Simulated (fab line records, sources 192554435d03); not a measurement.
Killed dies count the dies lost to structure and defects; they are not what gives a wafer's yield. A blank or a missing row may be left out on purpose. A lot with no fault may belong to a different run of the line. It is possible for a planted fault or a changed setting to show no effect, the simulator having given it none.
Code-filled problem report in 8D (eight disciplines) form -- flow n5Finfet -- the parts of the form that need people (team, actions taken, sign-off) are left out

== 1. THE ISSUE ==
spinSpeedRpm at N5_BEOL_M11_COAT_05 reads a mean of 1470.9 rpm on 6 wafers of 2 lots; wafers without a fault read 1500.0 rpm with a standard deviation of 1. That is -29 standard deviations from the usual mean.
The step: resist thk 90 nm.
First observed at day 14 02:23: wafer L807.1, on lithoTrack-03. The record holds 18 wafers of 6 lots with a number at this step. By rule, "out" or "out of limits" means more than 4 standard deviations away from the usual mean. The rest of the wafers with a number are treated as sound.

== 2. WHAT IT IS, WHAT IT ISN'T ==
question,is,is not
which readings at this step,spinSpeedRpm,-
which lots,"L806, L807","L794, L799, L812, L816"
which wafers of those lots,all that have a number,-
read on which tools,lithoTrack-03,"lithoTrack-04, lithoTrack-05"
when,from day 14 02:23,"up to then (6 sound wafers); but 6 sound wafers of L812, L816 came after"

== 3. SUSPECTS, AND WHAT RULES EACH OUT ==
Counting: a tool stays on the suspect list if, at a process step up to the reading, it processed all lots that are out and no sound lot following the first of them.
- lithoTrack-03 at N5_BEOL_M11_COAT_05 (resist thk 90 nm): kept. It ran every lot that is out, first L807 (day 14 02:23), and no sound lot after that. Out on those wafers are its own readings of spinSpeedRpm.
Remaining after the count: lithoTrack-03 at N5_BEOL_M11_COAT_05.

== 4. THE CAUSE (what the simulator had put in) ==
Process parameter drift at N5_BEOL_M11_COAT_05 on lithoTrack-03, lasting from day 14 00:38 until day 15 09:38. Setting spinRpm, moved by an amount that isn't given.
The count eliminated every tool but this one.

== 5. THE CHAIN OF EFFECTS, in route order ==
Each row: a reading whose mean over the struck wafers that have a number lies more than 3 standard deviations from the usual. Only readings whose record carries a usual standard deviation are examined. hours: median over the lots of the time between each lot's start at the first step of this table that gives one and its start at this step. sigmas: the change, counted in usual standard deviations.
hours,step,reading,usual,on struck wafers,change,sigmas
0,N5_BEOL_M11_COAT_05,spinSpeedRpm,1500.0 rpm,1470.9,-29.1,-29
It contains these process steps:
- N5_BEOL_M11_COAT_05: resist thk 90 nm.
Later steps that measure or inspect, where all struck wafers having a row at the step show a number for every such reading and not one has moved that far: N5_BEOL_M11_CD_MEAS_11, N5_BEOL_M11_OVL_MEAS_12, N5_BEOL_M11_INSPECT_13.

== 6. HOW IT WOULD HAVE BEEN CAUGHT EARLIER ==
First out-of-limits reading in this record: day 14 02:23, which is 2 hours after fault onset at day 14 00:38.
